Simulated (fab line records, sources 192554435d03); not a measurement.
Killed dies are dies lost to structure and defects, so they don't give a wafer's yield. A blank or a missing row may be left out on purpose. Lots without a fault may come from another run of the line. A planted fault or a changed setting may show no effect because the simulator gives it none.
Chamber matching | flow n5_finfet | N5_BEOL_M7_CURE_75 on uv_cure-03: 3 sister chambers
The step cures SiCOH lowk, time 120 s. 3 wafers are shown with their chamber, then 10 later ones without.

WAFERS WITH THEIR CHAMBER
wafer  | chamber | wafer_temp_C_max
L078.6 | 1       | 371.3
L092.3 | 2       | 371.9
L093.3 | 0       | 371.0

WAFERS WITHOUT THEIR CHAMBER
wafer  | wafer_temp_C_max
L093.4 | 370.8
L097.2 | 371.0
L097.4 | 371.4
L097.5 | 371.6
L096.1 | 371.2
L096.2 | 371.2
L096.4 | 371.7
L095.2 | 371.1
L095.3 | 371.8
L095.4 | 371.6

WHICH CHAMBER EACH WENT THROUGH
wafer  | from the rows above          | in truth
L093.4 | can't be placed: 0 or 1      | 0
L097.2 | can't be placed: 0 or 1      | 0
L097.4 | can't be placed: 1 or 0      | 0
L097.5 | can't be placed: 2 or 1 or 0 | 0
L096.1 | can't be placed: 1 or 0      | 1
L096.2 | can't be placed: 1 or 0      | 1
L096.4 | can't be placed: 2 or 1      | 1
L095.2 | can't be placed: 0 or 1      | 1
L095.3 | 2                            | 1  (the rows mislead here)
L095.4 | can't be placed: 2 or 1 or 0 | 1
Placed correctly: 0 of 10. Can't be placed from these rows: 9 (the true chamber is among the candidates in 9). Placed wrongly: 1.
How it was worked out, from the rows above alone: a wafer's distance from a chamber is the root of the sum, over the readings, of the square of ((its reading less the chamber's mean) divided by the reading's scatter). The wafer belongs to the nearest chamber; if the next one is less than 2 further off, it can't be placed. A chamber's mean is the mean of its shown wafers. The scatter: with one shown wafer a chamber, the root of the mean of the squares of how far each hidden wafer lies from its nearest shown one.
